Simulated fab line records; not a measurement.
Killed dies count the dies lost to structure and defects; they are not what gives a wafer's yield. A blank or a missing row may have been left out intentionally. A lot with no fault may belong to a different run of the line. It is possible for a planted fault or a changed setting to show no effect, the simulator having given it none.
Lot-split experiment / flow n5Finfet / route with 1938 steps; 7 lots, 39 wafers read

## THE SPLIT ITSELF
At N5_BEOL_M10_HM_DEP_02 (deposits TiN, target thk 20 nm), the setting targetThkA was moved away from the recipe's 200 angstrom on 18 of the 39 wafers read, by -58.0% to +48.0%. All remaining wafers had this setting at the recipe value.

## FROM THE SPLIT TO THE READING: what the file shows between them, 4 steps
- N5_BEOL_M10_COAT_59: time 60 s, resist thk 100 nm
- N5_BEOL_M10_COAT_60: time 60 s, resist thk 30 nm
- N5_BEOL_M10_STRIP_68: strips in N2/H2
- N5_BEOL_M10_STRIP_67: strips in CF4

## THE READING
etch.depthNm (the simulator's own value, which no gauge read), in nm, at N5_BEOL_M10_HM_OPEN_17 (chemistry Cl2/BCl3, target TiN, target depth 20 nm, overetch 6 nm). The file does not state a usual value for it. Here, 21 wafers ran the recipe; their average is 19.996 nm with a standard deviation of 0.14 nm.

wafer=L074.1; tool, chamber at the split=pvdSputter-01, -; targetThkA as run, angstrom=200; against the recipe=recipe; etch.depthNm, nm=20.08; against lot-mates on the recipe=-
wafer=L074.2; tool, chamber at the split=pvdSputter-01, -; targetThkA as run, angstrom=271.1; against the recipe=+35.6%; etch.depthNm, nm=25.8; against lot-mates on the recipe=+5.663
wafer=L074.3; tool, chamber at the split=pvdSputter-01, -; targetThkA as run, angstrom=271.1; against the recipe=+35.6%; etch.depthNm, nm=25.78; against lot-mates on the recipe=+5.643
wafer=L074.4; tool, chamber at the split=pvdSputter-01, -; targetThkA as run, angstrom=271.1; against the recipe=+35.6%; etch.depthNm, nm=26.24; against lot-mates on the recipe=+6.103
wafer=L074.5; tool, chamber at the split=pvdSputter-01, -; targetThkA as run, angstrom=200; against the recipe=recipe; etch.depthNm, nm=20.05; against lot-mates on the recipe=-
wafer=L074.6; tool, chamber at the split=pvdSputter-01, -; targetThkA as run, angstrom=200; against the recipe=recipe; etch.depthNm, nm=20.28; against lot-mates on the recipe=-
wafer=L075.1; tool, chamber at the split=pvdSputter-01, -; targetThkA as run, angstrom=200; against the recipe=recipe; etch.depthNm, nm=20.24; against lot-mates on the recipe=-
wafer=L075.2; tool, chamber at the split=pvdSputter-01, -; targetThkA as run, angstrom=296; against the recipe=+48.0%; etch.depthNm, nm=25.4; against lot-mates on the recipe=+5.200
wafer=L075.3; tool, chamber at the split=pvdSputter-01, -; targetThkA as run, angstrom=296; against the recipe=+48.0%; etch.depthNm, nm=25.72; against lot-mates on the recipe=+5.520
wafer=L075.4; tool, chamber at the split=pvdSputter-01, -; targetThkA as run, angstrom=296; against the recipe=+48.0%; etch.depthNm, nm=26.6; against lot-mates on the recipe=+6.400
wafer=L075.5; tool, chamber at the split=pvdSputter-01, -; targetThkA as run, angstrom=200; against the recipe=recipe; etch.depthNm, nm=20.13; against lot-mates on the recipe=-
wafer=L075.6; tool, chamber at the split=pvdSputter-01, -; targetThkA as run, angstrom=200; against the recipe=recipe; etch.depthNm, nm=20.23; against lot-mates on the recipe=-
wafer=L083.1; tool, chamber at the split=pvdSputter-01, -; targetThkA as run, angstrom=279.1; against the recipe=+39.6%; etch.depthNm, nm=25.94; against lot-mates on the recipe=+5.973
wafer=L083.2; tool, chamber at the split=pvdSputter-01, -; targetThkA as run, angstrom=200; against the recipe=recipe; etch.depthNm, nm=20.05; against lot-mates on the recipe=-
wafer=L083.3; tool, chamber at the split=pvdSputter-01, -; targetThkA as run, angstrom=200; against the recipe=recipe; etch.depthNm, nm=19.95; against lot-mates on the recipe=-
wafer=L083.4; tool, chamber at the split=pvdSputter-01, -; targetThkA as run, angstrom=279.1; against the recipe=+39.6%; etch.depthNm, nm=25.93; against lot-mates on the recipe=+5.963
wafer=L083.5; tool, chamber at the split=pvdSputter-01, -; targetThkA as run, angstrom=200; against the recipe=recipe; etch.depthNm, nm=19.9; against lot-mates on the recipe=-
wafer=L083.6; tool, chamber at the split=pvdSputter-01, -; targetThkA as run, angstrom=279.1; against the recipe=+39.6%; etch.depthNm, nm=25.87; against lot-mates on the recipe=+5.903
wafer=L086.1; tool, chamber at the split=pvdSputter-01, -; targetThkA as run, angstrom=200; against the recipe=recipe; etch.depthNm, nm=19.77; against lot-mates on the recipe=-
wafer=L086.2; tool, chamber at the split=pvdSputter-01, -; targetThkA as run, angstrom=200; against the recipe=recipe; etch.depthNm, nm=19.77; against lot-mates on the recipe=-
wafer=L086.3; tool, chamber at the split=pvdSputter-01, -; targetThkA as run, angstrom=200; against the recipe=recipe; etch.depthNm, nm=19.96; against lot-mates on the recipe=-
wafer=L086.4; tool, chamber at the split=pvdSputter-01, -; targetThkA as run, angstrom=109.6; against the recipe=-45.2%; etch.depthNm, nm=10.95; against lot-mates on the recipe=-8.883
wafer=L086.5; tool, chamber at the split=pvdSputter-01, -; targetThkA as run, angstrom=109.6; against the recipe=-45.2%; etch.depthNm, nm=10.72; against lot-mates on the recipe=-9.113
wafer=L086.6; tool, chamber at the split=pvdSputter-01, -; targetThkA as run, angstrom=109.6; against the recipe=-45.2%; etch.depthNm, nm=10.79; against lot-mates on the recipe=-9.043
wafer=L089.1; tool, chamber at the split=pvdSputter-01, -; targetThkA as run, angstrom=200; against the recipe=recipe; etch.depthNm, nm=20.07; against lot-mates on the recipe=-
wafer=L089.2; tool, chamber at the split=pvdSputter-01, -; targetThkA as run, angstrom=200; against the recipe=recipe; etch.depthNm, nm=19.87; against lot-mates on the recipe=-
wafer=L089.3; tool, chamber at the split=pvdSputter-01, -; targetThkA as run, angstrom=140.2; against the recipe=-29.9%; etch.depthNm, nm=14.14; against lot-mates on the recipe=-5.800
wafer=L089.4; tool, chamber at the split=pvdSputter-01, -; targetThkA as run, angstrom=140.2; against the recipe=-29.9%; etch.depthNm, nm=14.13; against lot-mates on the recipe=-5.810
wafer=L089.5; tool, chamber at the split=pvdSputter-01, -; targetThkA as run, angstrom=140.2; against the recipe=-29.9%; etch.depthNm, nm=14.15; against lot-mates on the recipe=-5.790
wafer=L089.6; tool, chamber at the split=pvdSputter-01, -; targetThkA as run, angstrom=200; against the recipe=recipe; etch.depthNm, nm=19.88; against lot-mates on the recipe=-
wafer=L092.2; tool, chamber at the split=pvdSputter-01, -; targetThkA as run, angstrom=200; against the recipe=recipe; etch.depthNm, nm=19.92; against lot-mates on the recipe=-
wafer=L092.4; tool, chamber at the split=pvdSputter-01, -; targetThkA as run, angstrom=200; against the recipe=recipe; etch.depthNm, nm=20.04; against lot-mates on the recipe=-
wafer=L092.5; tool, chamber at the split=pvdSputter-01, -; targetThkA as run, angstrom=200; against the recipe=recipe; etch.depthNm, nm=19.78; against lot-mates on the recipe=-
wafer=L094.1; tool, chamber at the split=pvdSputter-02, -; targetThkA as run, angstrom=83.95; against the recipe=-58.0%; etch.depthNm, nm=8.415; against lot-mates on the recipe=-11.565
wafer=L094.2; tool, chamber at the split=pvdSputter-02, -; targetThkA as run, angstrom=83.95; against the recipe=-58.0%; etch.depthNm, nm=8.689; against lot-mates on the recipe=-11.291
wafer=L094.3; tool, chamber at the split=pvdSputter-02, -; targetThkA as run, angstrom=200; against the recipe=recipe; etch.depthNm, nm=20; against lot-mates on the recipe=-
wafer=L094.4; tool, chamber at the split=pvdSputter-02, -; targetThkA as run, angstrom=83.95; against the recipe=-58.0%; etch.depthNm, nm=8.504; against lot-mates on the recipe=-11.476
wafer=L094.5; tool, chamber at the split=pvdSputter-02, -; targetThkA as run, angstrom=200; against the recipe=recipe; etch.depthNm, nm=20.03; against lot-mates on the recipe=-
wafer=L094.6; tool, chamber at the split=pvdSputter-02, -; targetThkA as run, angstrom=200; against the recipe=recipe; etch.depthNm, nm=19.91; against lot-mates on the recipe=-

FIT RESULTS
A straight line over all 39 wafers: etch.depthNm changes by +0.173 nm for each +1% of targetThkA; r = +0.99; the points scatter about the line by 0.79 nm.
The same after taking each lot's own level away (the mean of its wafers on the recipe; 39 wafers): +0.171 nm for each +1%; r = +0.99; scatter 0.8 nm.
On that fit, the largest move of targetThkA shifts the reading by 9.9 nm.
Across the lots, their own levels run from 19.8333 to 20.2000 nm, a range of 2.5 times the standard deviation given above.
Consequently the slope shifts little with the lot-to-lot level, the two slopes agreeing.
Check: for one of the wafers moved furthest among these (-58.0%), held out of the fit, the line's prediction against its lot-mates is -10.3 nm. Against them it came out at -11.6 nm.

## THESE WAFERS: OTHER SPLITS
Note: prior to the reading, these wafers also went through further splits. Each is held against what the fit with the lots' levels taken away leaves over:
other split on the same wafers=N5_BEOL_M6_TRENCH_ETCH_37 targetDepthA; wafers away from the commonest value=15; r with etch.depthNm (lot level and that fit taken away)=+0.12
other split on the same wafers=N5_BEOL_M8_ILD_DEP_00 timeS; wafers away from the commonest value=18; r with etch.depthNm (lot level and that fit taken away)=-0.02

## THE WHOLE CHAIN: every reading that the file lists as answering this split, in the file's order
step=N5_BEOL_M10_HM_DEP_02; what it does=deposits TiN, target thk 20 nm; reading=TiN_of_BEOL_M10_HM_DEP_02.thkNm (the simulator's own value, which no gauge read); change (the file's fit)=+0.198 nm for each +1% of the setting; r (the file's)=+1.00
step=N5_BEOL_M10_HM_OPEN_17; what it does=chemistry Cl2/BCl3, target TiN, target depth 20 nm, overetch 6 nm; reading=etch.depthNm (the simulator's own value, which no gauge read); change (the file's fit)=+0.171 nm for each +1% of the setting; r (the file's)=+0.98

## FILE'S OWN FIT
etch.depthNm changes by +0.171 nm for each +1% of targetThkA, r = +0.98.
